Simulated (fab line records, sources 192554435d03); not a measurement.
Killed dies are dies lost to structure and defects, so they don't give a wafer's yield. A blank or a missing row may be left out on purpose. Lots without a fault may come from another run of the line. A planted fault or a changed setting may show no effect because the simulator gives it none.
Which tool did it? | flow n5_finfet | 9 lots, 27 wafers sampled, at 4 steps of a route of 1938

WHAT THE GAUGES READ, wafer by wafer
N5_BEOL_M3_THK_MEAS_01.
lot  | measured     | on            | M3_ILD_THK (nm)
L365 | day 6 22:22  | film_metro-01 | 78.9 79.0 81.1
L366 | day 7 01:42  | film_metro-01 | 77.8 78.5 79.9
L369 | day 7 19:07  | film_metro-02 | 78.3 78.3 80.2
L371 | day 8 10:04  | film_metro-01 | 76.6 79.1 78.8
L373 | day 8 22:57  | film_metro-02 | 78.4 77.7 79.1
L375 | day 9 13:07  | film_metro-02 | 103.9 102.6 80.6
L376 | day 10 07:02 | film_metro-02 | 78.0 78.5 78.2
L381 | day 11 05:44 | film_metro-02 | 103.3 78.5 79.1
L388 | day 13 00:25 | film_metro-01 | 78.9 79.7 79.9

WHICH TOOL RAN EACH LOT (tool, then ch and the chambers of the sampled wafers, then the start)
lot  | N5_BEOL_M2_ANNEAL_91         | N5_BEOL_M2_CO_CAP_55             | N5_BEOL_M3_ILD_DEP_00
L365 | pvd_sputter-03, day 6 20:37  | cvd_co-02 ch 0,2, day 6 22:04    | pecvd-04 ch 1,2, day 6 22:18
L366 | pvd_sputter-02, day 6 23:44  | cvd_co-01 ch 1,2, day 7 01:23    | pecvd-01 ch 1,2, day 7 01:38
L369 | pvd_sputter-01, day 7 17:22  | cvd_co-01 ch 1,2, day 7 18:49    | pecvd-01 ch 0,1,2, day 7 19:03
L371 | pvd_sputter-01, day 8 08:02  | cvd_co-01 ch 0, day 8 09:34      | pecvd-04 ch 0,2, day 8 09:59
L373 | pvd_sputter-01, day 8 21:12  | cvd_co-02 ch 0,2, day 8 22:38    | pecvd-04 ch 0,1,2, day 8 22:53
L375 | pvd_sputter-03, day 9 11:22  | cvd_co-02 ch 0,1,2, day 9 12:48  | pecvd-04 ch 0,1,2, day 9 13:03
L376 | pvd_sputter-02, day 10 05:11 | cvd_co-02 ch 0,1,2, day 10 06:43 | pecvd-01 ch 0,1,2, day 10 06:58
L381 | pvd_sputter-03, day 11 03:58 | cvd_co-01 ch 0,2, day 11 05:26   | pecvd-04 ch 1,2, day 11 05:40
L388 | pvd_sputter-02, day 12 22:38 | cvd_co-02 ch 0,1, day 13 00:05   | pecvd-02 ch 0,1, day 13 00:20
- N5_BEOL_M2_ANNEAL_91: time 240 s.
- N5_BEOL_M2_CO_CAP_55: material Co, precursor CCTBA/H2, target thk 2 nm, time 102.1 s.
- N5_BEOL_M3_ILD_DEP_00: deposits SiOC from DEMS/O2, target thk 79 nm, time 15.3 s.

THE ANSWER, worked out from the rows above alone
Rule: what is usual is taken from the lots themselves. Put in order of their means at a reading, lots are off if they are a third of the lots or fewer, leave a main group of 4 or more, and stand apart from it by a gap of 3 or more times the standard deviation of the main group's means; of several such gaps the widest counts. A main group whose means are all the same, to the digits that the tables above print for the reading, isn't used. A lot without any number at a reading at which 4 lots or more have one is off too. The other lots that the step has rows for count as sound.
Off: L375, L381, at N5_BEOL_M3_THK_MEAS_01 (M3_ILD_THK). The main group: mean 78.8 nm, standard deviation 0.55.
A tool fits if, at a process step before that reading, it ran every lot that is off, and no sound lot after the first of them. The gauges at N5_BEOL_M3_THK_MEAS_01 are tried like those tools. Can't be told from this: 2 tools fit, pvd_sputter-03 at N5_BEOL_M2_ANNEAL_91, pecvd-04 at N5_BEOL_M3_ILD_DEP_00.

WHAT THE SIMULATOR HAD PUT IN
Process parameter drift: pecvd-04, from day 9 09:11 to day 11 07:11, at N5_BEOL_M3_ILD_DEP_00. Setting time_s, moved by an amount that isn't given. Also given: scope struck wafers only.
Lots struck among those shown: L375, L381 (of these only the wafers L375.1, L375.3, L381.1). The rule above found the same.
